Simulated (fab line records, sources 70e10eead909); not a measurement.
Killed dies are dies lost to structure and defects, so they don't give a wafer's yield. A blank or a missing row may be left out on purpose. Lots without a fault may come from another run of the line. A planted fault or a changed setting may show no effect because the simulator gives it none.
A struck lot beside a sound one | flow nand_harc | 24 steps out of a route of 1302
Sound: wafers L117.1, L117.2, L117.5. Struck: wafers L124.2, L124.3, L124.5. The cause comes at the end.
At each step with rows: each side's tool, then ch and its chambers, then its first start. Under that, the readings that differ: sound wafers | struck wafers | difference of the means | sigmas: that difference in standard deviations of wafers without a fault.
alike: readings whose means differ by less than 2 such deviations, and words and numbers that are the same on both sides. not compared: withheld readings, readings that some wafer has no value for, bounds like >300 that may hide the same value, and numbers for which the record gives no deviation and whose values overlap.
The two part at a step that has a row with sigmas, a row that says differs or no value, or rows on one side only. Numbers that don't overlap but have no deviation are shown without sigmas and don't part them. A reading that every wafer of one side lacks parts them only if that side has two wafers or more.

first, 1 step without rows for these wafers: NHARC_A_CHANNEL_HOLE_D1_ETCH_39 (etches the open film in N2/H2, target depth 260 nm, time 325 s).
NHARC_A_CHANNEL_HOLE_D1_ETCH_34: etches the open film in CF4/CHF3, target depth 154 nm, time 77 s.
  sound on rie_diel-10 ch 0,2,3; struck on rie_diel-10 ch 1,2,3
  alike: drypump_motor_current_A, oes_product_au, rf_vpp_V, showerhead_plenum_p_Torr, throttle_valve_pct
  not compared: rf_hours_counter_h
then, 1 step without rows for these wafers: NHARC_A_CHANNEL_HOLE_D1_ETCH_16 (etches the open film in O2/COS, target depth 3100 nm, time 806 s).
NHARC_A_CHANNEL_HOLE_D1_CD_MEAS_18:
  sound on cd_sem-01, day 10 01:58; struck on cd_sem-02, day 13 10:34
  alike: cd_nm
then, 2 steps without rows for these wafers: NHARC_A_CHANNEL_HOLE_D1_ETCH_19 (etches the open film in C4F8/O2/Ar, time 34.5 s); NHARC_A_CHANNEL_HOLE_D1_ETCH_20 (etches the open film in C4F8/O2/Ar, time 361.9 s, target depth 1600 nm).
NHARC_A_CHANNEL_HOLE_D1_ETCH_21: etches the open film in C4F8/O2/Ar, time 514.3 s, target depth 1600 nm.
  sound on har_etch-02 ch 0,1, day 10 05:11; struck on har_etch-02 ch 0,1, day 13 11:04
  alike: drypump_motor_current_A, showerhead_plenum_p_Torr, throttle_valve_pct
  not compared: rf_hours_counter_h
NHARC_A_CHANNEL_HOLE_D1_ETCH_22: etches the open film in C4F8/O2/Ar, time 666.7 s, target depth 1600 nm.
  sound on har_etch-02 ch 0,1, day 10 05:37; struck on har_etch-02 ch 0,1, day 13 11:31
  alike: drypump_motor_current_A, showerhead_plenum_p_Torr, throttle_valve_pct
  not compared: rf_hours_counter_h
then, 2 steps without rows for these wafers: NHARC_A_CHANNEL_HOLE_D1_ETCH_23 (etches the open film in C4F8/O2/Ar, time 819 s, target depth 1600 nm); NHARC_A_CHANNEL_HOLE_D1_ETCH_24 (etches the open film in C4F8/O2/Ar, time 906.2 s, target depth 1500 nm).
NHARC_A_CHANNEL_HOLE_D1_ETCH_25: etches the open film in C4F8/O2/Ar, time 1040.2 s, target depth 1500 nm.
  sound on har_etch-02 ch 0,1, day 10 07:40; struck on har_etch-02 ch 0,1, day 13 13:32
  alike: drypump_motor_current_A, showerhead_plenum_p_Torr, throttle_valve_pct
  not compared: rf_hours_counter_h
then, 1 step without rows for these wafers: NHARC_A_CHANNEL_HOLE_D1_ETCH_26 (etches the open film in C4F8/O2/Ar, time 224.1 s, target depth 300 nm).
NHARC_A_CHANNEL_HOLE_D1_ETCH_33: etches the open film in C4F8/O2/Ar, time 90 s, target depth 400 nm.
  sound on har_etch-02 ch 0,1, day 10 08:45; struck on har_etch-02 ch 0,1, day 13 14:37
  alike: drypump_motor_current_A, showerhead_plenum_p_Torr, throttle_valve_pct
  not compared: rf_hours_counter_h
then, 7 steps without rows for these wafers: NHARC_A_CHANNEL_HOLE_D1_STRIP_41 (strips in N2/H2); NHARC_A_CHANNEL_HOLE_D1_STRIP_42 (strips in CF4/CHF3); NHARC_A_CHANNEL_HOLE_D1_STRIP_43 (strips in O2/COS); NHARC_A_CHANNEL_HOLE_D1_ETCH_44 (etches the open film in CF4/O2, target depth 140 nm, overetch 14 nm, time 77 s); NHARC_A_CHANNEL_HOLE_D1_STRIP_27 (strips in O2); NHARC_A_CHANNEL_HOLE_D1_PRECLEAN_28 (cleans in SC1); NHARC_A_CHANNEL_HOLE_D1_SRD_29.
NHARC_A_CHANNEL_HOLE_D1_CD_MEAS_30:
  sound on cd_sem-03, day 10 10:17; struck on cd_sem-01, day 13 16:51
  alike: cd_nm
NHARC_A_CHANNEL_HOLE_D1_XSEM_31:
  sound on xsem-02 ch 0, day 10 10:23; struck on xsem-02 ch 0, day 13 16:56
  reading     | sound          | struck         | difference | sigmas
  bow_nm (nm) | 8.88 8.85 8.86 | 8.39 8.42 8.34 | -0.48      | -2
  alike: bot_cd_nm, tilt_deg
NHARC_A_CHANNEL_HOLE_D1_INSPECT_40:
  sound on defect_inspect-02, day 10 10:29; struck on defect_inspect-02, day 13 17:13
  reading          | sound      | struck      | difference | sigmas
  raw_defect_count | 136 92 120 | 717 753 704 | +609       | +24
  not compared: hold
-- the record jumps here: 16 days lie between the struck wafers' starts before and after (it left off in module A_CHANNEL_HOLE_D1 and takes up again in module END, whose first step shown is number 1302 of the route) --
NHARC_END_SORT_01:
  the record has rows for the struck wafers here (prober-02 ch 0, day 29 10:32) and none for the sound ones

WHERE THEY PART
First at NHARC_A_CHANNEL_HOLE_D1_XSEM_31; last, within this record, at NHARC_END_SORT_01.

WHY: what the simulator had put in
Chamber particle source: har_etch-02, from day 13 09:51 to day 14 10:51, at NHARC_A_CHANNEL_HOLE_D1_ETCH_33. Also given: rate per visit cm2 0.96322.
